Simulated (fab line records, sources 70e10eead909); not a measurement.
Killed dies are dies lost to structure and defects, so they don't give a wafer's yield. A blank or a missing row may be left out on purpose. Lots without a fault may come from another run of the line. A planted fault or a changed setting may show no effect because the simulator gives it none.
fab line records | flow nand_harc
record lots=24 wafers=72 last_day=24
route steps=1159 shown P_CONTACT@240 P_M0@270 P_M1@302 P_M2@339
lots that met no fault: from a run of the same line without faults
start_h: hours from the record's first day to the start of the lot's first wafer shown | wait_h: hours since the lot's step before | " the same as in the row above | L1.1+2: a row that stands for several wafers | - no value, or no start given | * or withheld: withheld | < > ~ a bound
route shown NAME@n: a module of which the file shows steps, and the number in the route of the first | usual: mean/standard deviation of fault-free wafers | same: alike in all rows | chamber/n: place in a boat | sites: the reading at each site | _std_site: their standard deviation | _edge_site: outer sites' mean less inner sites' | radius_mm: how far each site lies from the wafer's centre | mask NAME#n: copy n | behind: the tool/chamber that last shaped the wafer | hold: why the lot was held/for how many hours/how that ended | device: the transistor (n, p or np) that didn't switch | end of line: the same wafers' tests at the end of the route | a step without rows: its recipe alone | killed: dies lost to structure and defects at the first sort, not the wafer's yield | map: a wafer's dies, x killed, . not, _ none there
set.NAME: the setting as run; set.NAME@STEP: as run at that earlier step | model.NAME: the simulator's own value behind a step, which no gauge read
steps of the route over a sample of lots; a table a step, a row a wafer
services: from which hour (start_h, from the record's first day; less than 0 if before it) a tool's chamber was out of use, for how many hours, and why
## steps
# step NHARC_P_CONTACT_ETCH_31
# recipe target_depth_a=300 time_s=85.7 ion_energy_ev=120 over_etch_frac=1 ch3f_flow_sccm=50 o2_flow_sccm=30 ar_flow_sccm=200 rf_w=500 bias_w=100 chemistry=CH3F/O2
# usual drypump_motor_current_A=5.7/0.55 o2_flow_sccm=29.98/0.088 oes_product_au=0.979/0.011 rf_vpp_V=245.3/1.4 showerhead_plenum_p_Torr=2.53/0.087 throttle_valve_pct=20.664/0.009
# columns lot.wafer tool chamber start_h wait_h drypump_motor_current_A o2_flow_sccm oes_product_au rf_hours_counter_h rf_vpp_V showerhead_plenum_p_Torr throttle_valve_pct
L074.1 rie_diel-10 3 - - 4.9 30.18 0.954 10 244.2 2.48 20.674
L074.3 " 2 " " 6.3 29.98 0.968 9 246.1 2.61 20.649
L074.5 " 0 " " 6.5 29.77 0.951 - 245.8 2.60 20.658
L076.2 rie_diel-06 1 - - 5.4 30.05 0.976 14 246.4 2.60 20.677
L076.1 " 0 " " 6.3 29.95 0.969 15 243.1 2.44 20.675
L076.5 " 1 " " 5.4 29.85 0.981 - 247.4 2.60 20.673
L075.3 rie_diel-10 3 - - 4.9 30.06 0.981 12 245.6 2.48 20.651
L075.2 " 0 " " 6.5 29.98 0.977 13 246.8 2.60 20.659
L075.6 " 2 " " 6.3 30.01 0.985 - 245.5 2.61 20.665
L077.3 rie_diel-13 3 - - 5.4 29.91 0.993 2 246.8 2.61 20.660
L077.4 " 1 " " 5.1 29.91 1.001 2 245.6 2.60 20.667
L077.5 " 2 " " 5.5 29.91 0.988 - 244.9 2.55 20.663
L078.2 rie_diel-13 0 - - 6.1 30.04 0.967 2 241.7 2.39 20.662
L078.6 " 1 " " 5.2 30.13 0.983 - 245.9 2.60 20.660
L078.5 " 2 " " 5.6 29.95 0.984 - 245.6 2.55 20.660
L080.2 rie_diel-10 1 - - 6.4 30.20 1.008 13 243.6 2.40 20.659
L080.1 " 2 " " 6.3 30.04 1.005 13 245.1 2.61 20.649
L080.6 " 0 " " 6.5 30.00 0.989 - 245.9 2.60 20.661
L079.4 rie_diel-13 2 - - 5.5 29.83 0.983 5 246.1 2.55 20.670
L079.1 " 3 " " 5.4 29.90 0.984 5 248.0 2.61 20.649
L079.6 " 1 " " 5.1 29.87 0.991 - 245.7 2.60 20.662
L081.3 rie_diel-13 1 - - 5.1 29.98 0.991 4 247.7 2.60 20.663
L081.1 " 2 " " 5.5 30.06 0.993 5 247.3 2.55 20.671
L081.6 " 0 " " 6.1 29.96 0.971 - 241.2 2.39 20.667
L082.3 rie_diel-13 3 - - 5.4 29.99 0.957 6 245.7 2.61 20.672
L082.4 " 0 " " 6.1 29.95 0.952 6 244.9 2.39 20.661
L082.6 " 2 " " 5.5 29.94 0.964 - 244.9 2.55 20.658
L083.3 rie_diel-10 2 - - 6.3 30.10 0.970 14 247.3 2.61 20.670
L083.4 " 3 " " 4.9 30.07 0.975 15 243.7 2.48 20.663
L083.6 " 1 " " 6.4 30.02 0.969 - 242.9 2.40 20.669
L085.1 rie_diel-13 3 - - 5.5 30.04 0.963 8 246.1 2.61 20.664
L085.3 " 0 " " 6.1 30.08 0.978 8 243.9 2.39 20.662
L085.4 " 3 " " 5.5 30.01 0.975 - 246.0 2.61 20.660
L084.2 rie_diel-10 2 - - 6.2 30.07 0.976 15 244.7 2.61 20.657
L084.3 " 3 " " 4.9 29.88 0.981 17 243.3 2.48 20.664
L084.6 " 3 " " 4.9 30.06 0.976 - 244.7 2.48 20.676
L086.4 rie_diel-10 0 - - 6.5 30.01 0.983 0 246.5 2.60 20.658
L086.2 " 3 " " 4.9 30.02 0.970 0 245.9 2.48 20.661
L086.5 " 0 " " 6.5 30.08 0.989 - 247.1 2.60 20.654
L087.1 rie_diel-06 0 - - 6.3 30.07 0.974 47 245.0 2.42 20.667
L087.3 " 2 " " 5.3 29.98 0.984 39 245.3 2.44 20.658
L087.2 " 3 " " 5.4 29.97 0.979 47 245.4 2.59 20.647
L088.2 rie_diel-13 0 - - 6.1 29.91 0.981 10 242.9 2.38 20.658
L088.5 " 3 " " 5.4 29.85 0.983 - 247.4 2.61 20.664
L088.6 " 0 " " 6.1 29.90 0.986 - 243.8 2.38 20.667
L089.1 rie_diel-10 1 - - 6.4 29.81 0.982 1 244.0 2.40 20.645
L089.4 " 0 " " 6.5 29.99 0.978 1 245.0 2.60 20.663
L089.5 " 1 " " 6.4 29.76 0.989 - 244.6 2.40 20.669
L090.4 rie_diel-13 1 - - 5.2 29.92 0.984 10 245.6 2.59 20.647
L090.2 " 3 " " 5.5 29.78 0.978 12 246.5 2.61 20.691
L090.1 " 0 " " 6.1 30.03 0.985 12 244.0 2.38 20.655
L092.1 rie_diel-13 0 - - 6.1 29.93 0.971 12 243.3 2.38 20.655
L092.2 " 1 " " 5.1 29.92 0.977 11 246.8 2.59 20.656
L092.4 " 2 " " 5.6 30.10 0.985 12 244.7 2.55 20.653
L091.1 rie_diel-10 2 - - 6.3 29.78 0.952 2 245.4 2.61 20.651
L091.3 " 3 " " 4.9 30.09 0.947 2 245.1 2.48 20.664
L091.5 " 1 " " 6.4 29.92 0.963 - 244.3 2.40 20.658
L093.1 rie_diel-13 2 - - 5.5 29.98 0.990 13 246.4 2.54 20.667
L093.3 " 3 " " 5.5 29.90 0.992 13 246.2 2.61 20.656
L093.2 " 0 " " 6.1 30.00 0.982 13 243.1 2.38 20.659
L094.3 rie_diel-13 1 - - 5.1 29.97 0.988 12 244.7 2.59 20.666
L094.1 " 0 " " 6.1 30.03 0.986 14 243.8 2.38 20.672
L094.5 " 2 " " 5.5 30.20 0.990 - 245.0 2.55 20.675
L095.2 rie_diel-10 0 - - 6.5 29.96 0.972 5 246.9 2.60 20.675
L095.4 " 3 " " 4.9 29.98 0.969 6 245.9 2.48 20.654
L095.5 " 0 " " 6.5 29.82 0.978 - 246.3 2.60 20.641
L097.1 rie_diel-13 1 - - 5.2 30.01 0.973 14 246.8 2.59 20.690
L097.3 " 2 " " 5.5 30.03 0.984 15 245.6 2.54 20.668
L097.2 " 3 " " 5.5 30.13 0.960 16 246.5 2.61 20.663
L096.1 rie_diel-10 0 - - 6.5 30.08 0.992 6 247.2 2.60 20.669
L096.4 " 1 " " 6.4 29.97 0.980 7 244.8 2.39 20.662
L096.5 " 3 " " 4.9 29.95 0.979 - 244.8 2.48 20.684
# step NHARC_P_CONTACT_PVD_32
# recipe target_thk_a=50 chamber_pressure_pa=5 power_w=5000 substrate_temp_c=200 time_s=17.7 material=Ti
# usual substrate_temp_c=200.00/0.16 throttle_valve_pct=30.0/0.69
# columns lot.wafer tool chamber start_h wait_h substrate_temp_c throttle_valve_pct
L074.3 pvd_sputter-01 - - - 199.84 29.9
L074.1 " - " " 200.19 30.4
L074.5 " - " " 199.96 29.9
L076.2 pvd_sputter-03 - - - 199.86 29.1
L076.1 " - " " 200.26 30.1
L076.5 " - " " 199.91 29.1
L075.3 pvd_sputter-02 - - - 200.00 29.8
L075.2 " - " " 199.77 31.2
L075.6 " - " " 199.96 28.5
L077.4 pvd_sputter-03 - - - 199.97 30.3
L077.3 " - " " 199.97 30.0
L077.5 " - " " 199.94 29.1
L078.2 pvd_sputter-02 - - - 200.52 29.9
L078.5 " - " " 200.21 28.6
L078.6 " - " " 199.99 31.1
L080.1 pvd_sputter-02 - - - 200.04 29.9
L080.2 " - " " 200.02 31.5
L080.6 " - " " 199.75 30.3
L079.4 pvd_sputter-03 - - - 200.23 29.9
L079.1 " - " " 199.94 30.3
L079.6 " - " " 199.89 30.0
L081.1 pvd_sputter-03 - - - 200.25 29.9
L081.3 " - " " 199.81 30.2
L081.6 " - " " 200.08 30.1
L082.3 pvd_sputter-03 - - - 199.96 30.4
L082.4 " - " " 199.76 29.1
L082.6 " - " " 199.66 29.7
L083.3 pvd_sputter-03 - - - 200.12 29.9
L083.4 " - " " 199.96 29.1
L083.6 " - " " 200.10 30.4
L085.1 pvd_sputter-03 - - - 200.08 30.2
L085.3 " - " " 200.16 29.9
L085.4 " - " " 200.21 29.0
L084.2 pvd_sputter-03 - - - 199.65 29.2
L084.3 " - " " 200.20 30.3
L084.6 " - " " 200.01 29.4
L086.4 pvd_sputter-01 - - - 199.51 30.4
L086.2 " - " " 199.95 28.7
L086.5 " - " " 200.16 30.4
L087.2 pvd_sputter-03 - - - 199.84 30.1
L087.1 " - " " 199.85 29.8
L087.3 " - " " 200.03 29.4
L088.2 pvd_sputter-03 - - - 200.15 29.7
L088.5 " - " " 200.15 29.7
L088.6 " - " " 199.70 30.1
L089.1 pvd_sputter-03 - - - 199.96 29.2
L089.4 " - " " 200.13 30.3
L089.5 " - " " 199.96 29.7
L090.4 pvd_sputter-03 - - - 200.06 30.3
L090.2 " - " " 199.93 30.1
L090.1 " - " " 199.95 29.1
L092.4 pvd_sputter-02 - - - 199.76 31.3
L092.1 " - " " 200.14 30.1
L092.2 " - " " 200.01 29.0
L091.3 pvd_sputter-01 - - - 199.78 29.2
L091.1 " - " " 199.88 30.3
L091.5 " - " " 199.83 29.1
L093.2 pvd_sputter-01 - - - 199.87 29.3
L093.1 " - " " 199.82 29.8
L093.3 " - " " 200.24 30.2
L094.1 pvd_sputter-02 - - - 200.03 29.3
L094.3 " - " " 200.08 30.3
L094.5 " - " " 199.95 30.3
L095.4 pvd_sputter-01 - - - 200.12 29.2
L095.2 " - " " 200.19 30.3
L095.5 " - " " 199.99 29.3
L097.3 pvd_sputter-01 - - - 200.02 29.0
L097.2 " - " " 199.91 30.0
L097.1 " - " " 199.82 29.9
L096.1 pvd_sputter-02 - - - 200.25 30.2
L096.4 " - " " 200.16 29.5
L096.5 " - " " 199.79 29.3
# step NHARC_P_M0_STRIP_18
# recipe power_w=1000 n2_flow_sccm=150 h2_flow_sccm=150 ar_flow_sccm=0 bias_w=0 chemistry=N2/H2
# usual drypump_motor_current_A=5.7/0.52 oes_product_au=1.003/0.008 rf_vpp_V=90.5/1.1 showerhead_plenum_p_Torr=2.03/0.091 throttle_valve_pct=14.171/0.0083
# columns lot.wafer tool chamber start_h wait_h drypump_motor_current_A oes_product_au rf_hours_counter_h rf_vpp_V showerhead_plenum_p_Torr throttle_valve_pct
L074.3 rie_diel-02 1 111.32 0.1 5.5 1.005 9 90.3 1.96 14.170
L074.1 " 3 " " 5.1 0.995 8 89.5 1.93 14.181
L074.5 " 2 " " 5.5 1.003 - 92.2 2.12 14.175
L076.2 rie_diel-09 1 124.89 0.1 5.6 1.000 4 89.4 1.94 14.172
L076.1 " 3 " " 6.7 1.014 3 91.8 2.16 14.165
L076.5 " 1 " " 5.6 1.012 - 90.2 1.94 14.190
L075.3 rie_diel-09 3 125.45 0.1 6.7 1.017 3 92.7 2.16 14.168
L075.2 " 1 " " 5.6 0.997 4 91.2 1.94 14.163
L075.6 " 0 " " 5.4 1.009 - 91.4 2.16 14.164
L077.4 rie_diel-02 0 133.40 0.1 5.6 1.001 12 91.1 2.04 14.170
L077.3 " 1 " " 5.5 0.996 11 91.0 1.96 14.173
L077.5 " 0 " " 5.6 0.996 - 91.4 2.04 14.174
L078.2 rie_diel-05 2 133.99 0.1 6.5 1.021 10 89.7 2.00 14.176
L078.6 " 2 " " 6.5 1.014 - 91.2 2.00 14.179
L078.5 " 3 " " 6.1 0.989 - 91.3 2.12 14.164
L080.1 rie_diel-09 1 151.35 0.1 5.6 0.996 5 88.5 1.94 14.175
L080.2 " 2 " " 4.9 0.994 4 89.0 1.95 14.181
L080.6 " 1 " " 5.6 0.993 - 89.6 1.94 14.170
L079.4 rie_diel-09 1 153.52 0.1 5.6 0.997 5 89.6 1.94 14.175
L079.1 " 2 " " 4.9 0.994 4 89.7 1.95 14.162
L079.6 " 1 " " 5.6 0.995 - 89.6 1.94 14.174
L081.1 rie_diel-09 1 158.12 0.1 5.6 1.004 6 89.4 1.94 14.179
L081.3 " 3 " " 6.7 1.012 5 91.1 2.16 14.174
L081.6 " 0 " " 5.4 1.010 - 92.3 2.15 14.168
L082.3 rie_diel-05 1 161.53 0.1 5.1 1.002 11 90.3 1.94 14.169
L082.4 " 3 " " 6.1 1.005 11 92.0 2.12 14.162
L082.6 " 2 " " 6.5 1.007 - 90.1 2.00 14.181
L083.3 rie_diel-02 1 161.70 0.1 5.6 0.995 0 90.0 1.96 14.162
L083.4 " 3 " " 5.1 1.006 0 90.7 1.93 14.162
L083.6 " 1 " " 5.6 1.004 - 90.2 1.96 14.187
L085.1 rie_diel-02 1 176.14 0.1 5.6 0.999 2 89.1 1.96 14.164
L085.3 " 0 " " 5.6 1.014 2 91.6 2.04 14.157
L085.4 " 0 " " 5.6 1.010 - 90.8 2.04 14.180
L084.2 rie_diel-02 0 177.60 0.1 5.6 1.012 2 92.0 2.04 14.172
L084.3 " 1 " " 5.6 1.006 2 89.7 1.96 14.170
L084.6 " 1 " " 5.5 0.998 - 89.7 1.96 14.180
L086.2 rie_diel-02 1 190.83 0.1 5.5 1.001 3 90.6 1.96 14.177
L086.4 " 3 " " 5.1 0.988 2 89.9 1.93 14.166
L086.5 " 1 " " 5.6 0.996 - 90.7 1.96 14.175
L087.1 rie_diel-05 3 195.78 0.1 6.1 1.001 1 90.7 2.12 14.171
L087.3 " 0 " " 6.4 0.996 1 89.7 1.94 14.177
L087.2 " 2 " " 6.5 1.016 1 90.5 2.00 14.182
L088.2 rie_diel-02 1 209.37 0.1 5.6 1.005 4 89.5 1.96 14.176
L088.5 " 0 " " 5.6 1.011 - 90.1 2.04 14.168
L088.6 " 1 " " 5.6 0.996 - 89.6 1.96 14.161
L089.4 rie_diel-09 3 213.28 0.1 6.7 0.989 8 91.4 2.16 14.173
L089.1 " 0 " " 5.4 0.987 9 91.3 2.15 14.173
L089.5 " 3 " " 6.7 1.003 - 89.5 2.16 14.168
L090.1 rie_diel-05 2 214.39 0.1 6.5 1.015 2 89.1 2.00 14.186
L090.4 " 3 " " 6.1 1.017 3 91.8 2.11 14.163
L090.2 " 1 " " 5.1 1.015 2 90.1 1.94 14.179
L092.4 rie_diel-02 3 216.88 0.1 5.1 0.998 3 88.4 1.93 14.157
L092.1 " 0 " " 5.6 1.006 5 91.4 2.04 14.178
L092.2 " 1 " " 5.6 0.982 5 90.1 1.96 14.169
L091.3 rie_diel-09 3 217.25 0.1 6.7 1.005 8 91.1 2.16 14.164
L091.1 " 1 " " 5.7 1.008 9 89.5 1.94 14.163
L091.5 " 3 " " 6.6 1.007 - 90.9 2.16 14.168
L093.3 rie_diel-05 0 223.92 0.1 6.4 0.993 3 89.0 1.94 14.174
L093.1 " 1 " " 5.1 1.007 2 91.2 1.93 14.177
L093.2 " 3 " " 6.1 1.001 3 91.5 2.11 14.162
L094.3 rie_diel-05 3 234.81 0.1 6.1 0.994 4 91.4 2.11 14.175
L094.1 " 2 " " 6.6 1.011 3 89.3 2.00 14.183
L094.5 " 3 " " 6.1 0.991 - 91.2 2.11 14.183
L095.2 rie_diel-09 0 241.41 0.1 5.4 1.009 10 91.9 2.15 14.181
L095.4 " 1 " " 5.6 1.009 11 89.2 1.94 14.175
L095.5 " 1 " " 5.6 1.013 - 88.7 1.94 14.167
L097.1 rie_diel-09 2 246.13 0.1 4.9 1.007 11 89.5 1.95 14.168
L097.3 " 0 " " 5.4 1.000 11 92.6 2.15 14.174
L097.2 " 1 " " 5.7 1.008 11 89.1 1.94 14.167
L096.1 rie_diel-02 3 247.06 0.1 5.1 1.002 6 89.9 1.93 14.171
L096.4 " 1 " " 5.5 0.990 8 89.3 1.96 14.162
L096.5 " 2 " " 5.4 0.998 - 91.8 2.12 14.173
# step NHARC_P_M1_STRIP_18
# recipe power_w=1000 n2_flow_sccm=150 h2_flow_sccm=150 ar_flow_sccm=0 bias_w=0 chemistry=N2/H2
# usual drypump_motor_current_A=5.7/0.48 oes_product_au=0.999/0.0079 rf_vpp_V=90.8/1 showerhead_plenum_p_Torr=2.05/0.083 throttle_valve_pct=14.171/0.0088
# columns lot.wafer tool chamber start_h wait_h drypump_motor_current_A oes_product_au rf_hours_counter_h rf_vpp_V showerhead_plenum_p_Torr throttle_valve_pct
L074.1 rie_diel-12 2 115.71 0.1 5.9 1.001 5 90.0 2.20 14.178
L074.3 " 1 " " 5.6 1.004 4 90.9 1.96 14.189
L074.5 " 3 " " 5.9 0.997 - 90.1 2.01 14.185
L076.2 rie_diel-04 1 129.03 0.1 6.4 0.993 0 91.7 1.95 14.158
L076.1 " 2 " " 5.0 1.001 0 90.2 1.97 14.186
L076.5 " 0 " " 5.1 1.004 - 91.8 2.08 14.175
L075.2 rie_diel-04 1 129.52 0.1 6.4 0.993 0 89.9 1.95 14.173
L075.3 " 0 " " 5.1 1.000 0 91.1 2.08 14.166
L075.6 " 2 " " 5.0 0.999 - 89.3 1.97 14.183
L077.3 rie_diel-08 2 137.47 0.1 5.2 0.988 0 91.4 2.06 14.166
L077.4 " 1 " " 5.2 1.003 0 92.8 2.09 14.169
L077.5 " 3 " " 6.1 0.993 - 90.7 2.10 14.174
L078.2 rie_diel-08 2 138.94 0.1 5.3 0.994 0 90.5 2.06 14.167
L078.6 " 2 " " 5.2 0.995 - 92.4 2.06 14.181
L078.5 " 3 " " 6.1 1.001 - 92.3 2.10 14.157
L080.1 rie_diel-04 2 155.64 0.1 5.0 1.012 3 88.2 1.97 14.174
L080.2 " 3 " " 6.2 0.996 2 89.4 1.93 14.171
L080.6 " 2 " " 5.0 1.000 - 90.6 1.97 14.175
L079.4 rie_diel-12 3 157.59 0.1 5.9 1.001 8 90.0 2.01 14.164
L079.1 " 1 " " 5.6 0.994 7 90.8 1.96 14.166
L079.6 " 0 " " 6.2 1.010 - 91.5 2.06 14.155
L081.1 rie_diel-04 3 162.46 0.1 6.2 1.001 4 89.9 1.93 14.173
L081.3 " 1 " " 6.4 0.998 4 88.6 1.95 14.174
L081.6 " 3 " " 6.2 1.000 - 90.3 1.93 14.177
L082.3 rie_diel-12 1 165.61 0.1 5.6 1.009 7 89.6 1.96 14.164
L082.4 " 3 " " 5.9 1.018 8 90.9 2.01 14.170
L082.6 " 0 " " 6.2 1.004 - 90.9 2.06 14.172
L083.3 rie_diel-08 1 165.92 0.1 5.1 1.003 1 91.3 2.09 14.178
L083.4 " 3 " " 6.1 1.004 1 90.9 2.10 14.171
L083.6 " 1 " " 5.1 0.995 - 90.8 2.09 14.159
L085.1 rie_diel-08 3 180.48 0.1 6.1 0.994 1 92.3 2.10 14.178
L085.3 " 0 " " 5.2 0.983 1 92.3 2.16 14.181
L085.4 " 2 " " 5.3 0.998 1 91.6 2.06 14.187
L084.3 rie_diel-08 3 181.73 0.1 6.1 1.001 1 90.7 2.10 14.163
L084.2 " 1 " " 5.2 1.004 1 91.1 2.09 14.157
L084.6 " 3 " " 6.1 0.996 - 92.3 2.10 14.166
L086.2 rie_diel-12 0 194.93 0.1 6.2 1.011 9 91.0 2.06 14.169
L086.4 " 1 " " 5.6 1.004 9 90.1 1.96 14.181
L086.5 " 0 " " 6.2 1.007 - 90.2 2.06 14.171
L087.2 rie_diel-08 2 199.96 0.1 5.2 0.990 2 90.6 2.06 14.173
L087.1 " 3 " " 6.1 0.994 2 90.5 2.10 14.164
L087.3 " 0 " " 5.2 0.993 2 90.7 2.16 14.187
L088.2 rie_diel-04 2 213.45 0.1 5.0 0.997 8 89.1 1.97 14.169
L088.6 " 2 " " 5.0 1.004 - 90.2 1.97 14.174
L088.5 " 3 " " 6.2 0.995 - 90.2 1.92 14.167
L089.1 rie_diel-12 3 217.38 0.1 5.9 0.993 0 89.8 2.01 14.182
L089.4 " 0 " " 6.1 1.004 0 91.2 2.06 14.164
L089.5 " 2 " " 5.9 0.992 - 92.9 2.20 14.186
L090.1 rie_diel-12 1 218.74 0.1 5.6 0.998 0 90.3 1.96 14.179
L090.4 " 2 " " 5.9 1.001 0 91.6 2.20 14.171
L090.2 " 3 " " 5.9 1.011 0 90.8 2.01 14.171
L092.1 rie_diel-12 1 221.01 0.1 5.6 0.998 0 92.2 1.96 14.162
L092.4 " 2 " " 5.9 0.998 0 91.0 2.20 14.166
L092.2 " 3 " " 5.9 1.014 0 92.4 2.01 14.189
L091.1 rie_diel-04 1 221.30 0.1 6.4 0.986 9 89.0 1.95 14.171
L091.3 " 0 " " 5.1 0.998 5 90.9 2.08 14.179
L091.5 " 1 " " 6.4 0.995 - 90.0 1.95 14.158
L093.1 rie_diel-04 3 228.82 0.1 6.2 1.006 8 90.5 1.92 14.167
L093.2 " 1 " " 6.4 0.992 9 90.5 1.95 14.177
L093.3 " 2 " " 5.0 1.014 9 89.9 1.97 14.167
L094.3 rie_diel-08 0 239.17 0.1 5.2 0.987 3 92.1 2.16 14.157
L094.1 " 2 " " 5.2 0.989 3 91.6 2.06 14.164
L094.5 " 0 " " 5.2 0.984 - 92.1 2.16 14.160
L095.2 rie_diel-12 0 245.52 0.1 6.2 1.006 1 90.9 2.06 14.159
L095.4 " 1 " " 5.6 0.998 - 89.2 1.96 14.159
L095.5 " 2 " " 5.9 1.008 - 92.1 2.20 14.175
L097.2 rie_diel-08 0 250.26 0.1 5.2 0.999 3 90.9 2.16 14.167
L097.3 " 2 " " 5.2 0.990 3 89.0 2.05 14.161
L097.1 " 3 " " 6.1 1.006 3 91.2 2.10 14.168
L096.4 rie_diel-08 0 251.01 0.1 5.2 0.980 3 91.5 2.16 14.170
L096.1 " 3 " " 6.1 0.992 3 91.7 2.10 14.175
L096.5 " 0 " " 5.2 0.983 - 91.7 2.16 14.181
# step NHARC_P_M1_DEGAS_29
# recipe temp_c=250 time_s=60
# usual heater_power_w=360/23 susceptor_temp_C=249.99/0.16
# columns lot.wafer tool chamber start_h wait_h heater_power_w susceptor_temp_C
L074.1 pvd_sputter-03 - 116.35 - 370 -
L074.3 " - " " 320 -
L074.5 " - " " 367 -
L076.1 pvd_sputter-03 - 129.65 - 367 249.76
L076.2 " - " " 385 250.16
L076.5 " - " " 377 249.94
L075.2 pvd_sputter-02 - 130.17 - 359 250.05
L075.3 " - " " 352 249.81
L075.6 " - " " 350 249.89
L077.4 pvd_sputter-03 - 138.13 - 321 250.03
L077.3 " - " " 373 249.69
L077.5 " - " " 376 250.17
L078.2 pvd_sputter-02 - 139.61 - 361 249.92
L078.5 " - " " 372 250.00
L078.6 " - " " 352 250.00
L080.2 pvd_sputter-02 - 156.31 - 375 249.74
L080.1 " - " " 380 250.16
L080.6 " - " " 361 249.88
L079.4 pvd_sputter-02 - 158.23 - 370 249.79
L079.1 " - " " 359 250.21
L079.6 " - " " 367 250.06
L081.3 pvd_sputter-02 - 163.08 - 353 249.98
L081.1 " - " " 374 250.02
L081.6 " - " " 350 249.90
L082.4 pvd_sputter-03 - 166.22 - 370 249.84
L082.3 " - " " 374 249.94
L082.6 " - " " 383 249.94
L083.3 pvd_sputter-02 - 166.55 - 357 249.89
L083.4 " - " " 385 250.03
L083.6 " - " " 363 250.17
L085.3 pvd_sputter-02 - 181.12 - 355 250.01
L085.1 " - " " 374 250.08
L085.4 " - " " 353 249.95
L084.2 pvd_sputter-01 - 182.39 - 325 250.03
L084.3 " - " " 319 250.30
L084.6 " - " " 375 249.99
L086.4 pvd_sputter-03 - 195.58 - 331 249.95
L086.2 " - " " 368 249.79
L086.5 " - " " 386 250.14
L087.3 pvd_sputter-02 - 200.64 - 382 -
L087.2 " - " " 350 -
L087.1 " - " " 364 -
L088.2 pvd_sputter-03 - 214.11 - 378 250.21
L088.6 " - " " 373 250.13
L088.5 " - " " 365 250.07
L089.4 pvd_sputter-03 - 218.00 - 329 249.90
L089.1 " - " " 376 250.05
L089.5 " - " " 384 249.91
L090.1 pvd_sputter-03 - 219.38 - 370 250.04
L090.4 " - " " 394 249.64
L090.2 " - " " 376 250.20
L092.1 pvd_sputter-01 - 221.68 - 322 250.01
L092.4 " - " " 303 249.88
L092.2 " - " " 380 249.78
L091.3 pvd_sputter-03 - 221.96 - 383 250.42
L091.1 " - " " 364 250.01
L091.5 " - " " 332 249.87
L093.3 pvd_sputter-03 - 229.46 - 377 250.08
L093.1 " - " " 365 250.29
L093.2 " - " " 329 250.06
L094.3 pvd_sputter-03 - 239.79 - 368 249.94
L094.1 " - " " 322 250.27
L094.5 " - " " 381 249.88
L095.2 pvd_sputter-03 - 246.24 - 376 249.97
L095.4 " - " " 374 249.83
L095.5 " - " " 388 249.74
L097.1 pvd_sputter-01 - 250.90 - 303 250.18
L097.2 " - " " 373 249.81
L097.3 " - " " 332 249.96
L096.1 pvd_sputter-02 - 251.65 - 339 -
L096.4 " - " " 351 -
L096.5 " - " " 386 -
# step NHARC_P_M2_PRE_CLEAN_30
# recipe time_s=30 temp_c=280 gas=H2/He
# usual heater_power_w=429/34 susceptor_temp_C=280.00/0.16
# columns lot.wafer tool chamber start_h wait_h heater_power_w susceptor_temp_C
L074.3 pvd_sputter-01 - - - 385 280.04
L074.1 " - " " 389 280.03
L074.5 " - " " 377 280.20
L076.1 pvd_sputter-02 - - - 460 280.13
L076.2 " - " " 453 280.15
L076.5 " - " " 478 279.99
L075.2 pvd_sputter-01 - - - 398 280.03
L075.3 " - " " 438 279.83
L075.6 " - " " 394 279.63
L077.4 pvd_sputter-02 - - - 428 279.99
L077.3 " - " " 455 279.91
L077.5 " - " " 461 280.05
L078.2 pvd_sputter-03 - - - 465 280.04
L078.5 " - " " 449 280.15
L078.6 " - " " 400 280.03
L080.1 pvd_sputter-02 - - - 471 -
L080.2 " - " " 423 -
L080.6 " - " " 460 -
L079.1 pvd_sputter-02 - - - 466 280.15
L079.4 " - " " 431 279.86
L079.6 " - " " 468 279.98
L081.1 pvd_sputter-03 - - - 455 280.06
L081.3 " - " " 401 279.75
L081.6 " - " " 480 279.79
L082.3 pvd_sputter-02 - - - 455 279.97
L082.4 " - " " 416 280.14
L082.6 " - " " 453 279.87
L083.3 pvd_sputter-01 - - - 383 280.24
L083.4 " - " " 464 279.90
L083.6 " - " " 376 280.09
L085.4 pvd_sputter-03 - - - 399 279.93
L085.1 " - " " 471 280.27
L085.3 " - " " 463 279.76
L084.3 pvd_sputter-02 - - - 425 280.05
L084.2 " - " " 473 280.02
L084.6 " - " " 432 279.94
L086.4 pvd_sputter-01 - - - 387 -
L086.2 " - " " 372 -
L086.5 " - " " 394 -
L087.3 pvd_sputter-01 - - - 463 279.84
L087.2 " - " " 395 279.87
L087.1 " - " " 369 279.87
L088.2 pvd_sputter-01 - - - 393 279.78
L088.5 " - " " 396 280.17
L088.6 " - " " 394 280.14
L089.4 pvd_sputter-01 - - - 469 280.16
L089.1 " - " " 393 279.82
L089.5 " - " " 446 280.36
L090.1 pvd_sputter-03 - - - 465 280.18
L090.4 " - " " 449 280.11
L090.2 " - " " 459 279.77
L092.2 pvd_sputter-02 - - - 432 -
L092.4 " - " " 464 -
L092.1 " - " " 448 -
L091.1 pvd_sputter-03 - - - 458 279.96
L091.3 " - " " 454 280.21
L091.5 " - " " 467 280.19
L093.2 pvd_sputter-03 - - - 398 279.88
L093.1 " - " " 452 279.98
L093.3 " - " " 468 279.90
L094.1 pvd_sputter-01 - - - 397 280.03
L094.3 " - " " 464 280.05
L094.5 " - " " 385 279.80
L095.4 pvd_sputter-01 - - - 375 280.06
L095.2 " - " " 382 279.80
L095.5 " - " " 463 280.10
L097.1 pvd_sputter-02 - - - 422 279.99
L097.3 " - " " 433 279.87
L097.2 " - " " 471 280.02
L096.1 pvd_sputter-03 - - - 463 280.19
L096.4 " - " " 458 280.12
L096.5 " - " " 477 279.90
## services
# columns tool chamber start_h hours kind
rie_diel-13 - 99.00 9.0 pm
pvd_sputter-03 - 102.02 10.0 pm
rie_diel-08 0 107.03 5.1 repair
rie_diel-13 3 115.32 4.6 repair
rie_diel-09 2 118.57 4.9 repair
rie_diel-08 - 124.80 9.0 pm
rie_diel-02 3 125.14 5.6 repair
rie_diel-13 1 131.91 7.5 repair
pvd_sputter-03 - 133.31 2.0 repair
rie_diel-02 - 150.70 9.0 pm
pvd_sputter-01 - 152.11 2.6 repair
pvd_sputter-01 - 158.00 10.0 pm
rie_diel-10 0 168.76 4.2 repair
rie_diel-02 2 174.29 8.0 repair
rie_diel-10 - 176.50 9.0 pm
rie_diel-09 3 178.54 15.0 repair
rie_diel-13 0 188.16 5.6 repair
rie_diel-12 - 202.40 9.0 pm
pvd_sputter-02 - 206.14 3.0 repair
pvd_sputter-02 - 214.00 10.0 pm
rie_diel-09 0 223.01 9.5 repair
rie_diel-10 0 226.54 8.8 repair
rie_diel-12 0 231.48 9.0 repair
rie_diel-09 - 254.13 9.0 pm
## key
fault none
